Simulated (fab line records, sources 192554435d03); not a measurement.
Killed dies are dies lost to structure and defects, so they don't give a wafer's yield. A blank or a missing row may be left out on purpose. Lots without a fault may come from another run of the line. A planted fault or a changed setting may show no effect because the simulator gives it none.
Chamber matching | flow n5_finfet | N5_BEOL_M2_STRIP_36 on rie_diel-01: 4 sister chambers
The step strips in N2/H2. 8 wafers are shown with their chamber, then 9 later ones without.

WAFERS WITH THEIR CHAMBER
wafer  | chamber | showerhead_plenum_p_Torr (Torr) | oes_product_au (a.u.)
L084.1 | 2       | 2.46                            | 0.86
L084.2 | 1       | 2.53                            | 0.75
L085.1 | 0       | 2.64                            | 0.70
L085.3 | 3       | 2.62                            | 0.68
L085.5 | 0       | 2.64                            | 0.71
L089.1 | 3       | 2.61                            | 0.68
L089.2 | 1       | 2.53                            | 0.73
L089.6 | 2       | 2.45                            | 0.83

WAFERS WITHOUT THEIR CHAMBER
wafer  | showerhead_plenum_p_Torr (Torr) | oes_product_au (a.u.)
L092.1 | 2.61                            | 0.68
L092.3 | 2.45                            | 0.85
L092.4 | 2.52                            | 0.73
L094.2 | 2.63                            | 0.69
L094.4 | 2.52                            | 0.73
L094.6 | 2.52                            | 0.72
L096.1 | 2.45                            | 0.83
L096.5 | 2.63                            | 0.68
L096.6 | 2.61                            | 0.67

WHICH CHAMBER EACH WENT THROUGH
wafer  | from the rows above     | in truth
L092.1 | 3                       | 3
L092.3 | 2                       | 2
L092.4 | 1                       | 1
L094.2 | can't be placed: 0 or 3 | 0
L094.4 | 1                       | 1
L094.6 | 1                       | 1
L096.1 | 2                       | 2
L096.5 | can't be placed: 0 or 3 | 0
L096.6 | 3                       | 3
Placed correctly: 7 of 9. Can't be placed from these rows: 2 (the true chamber is among the candidates in 2). Placed wrongly: 0.
How it was worked out, from the rows above alone: a wafer's distance from a chamber is the root of the sum, over the readings, of the square of ((its reading less the chamber's mean) divided by the reading's scatter). The wafer belongs to the nearest chamber; if the next one is less than 2 further off, it can't be placed. A chamber's mean is the mean of its shown wafers. The scatter: the root of (the sum of the squares of (reading less its chamber's mean) over the shown wafers, divided by (wafers less chambers)).
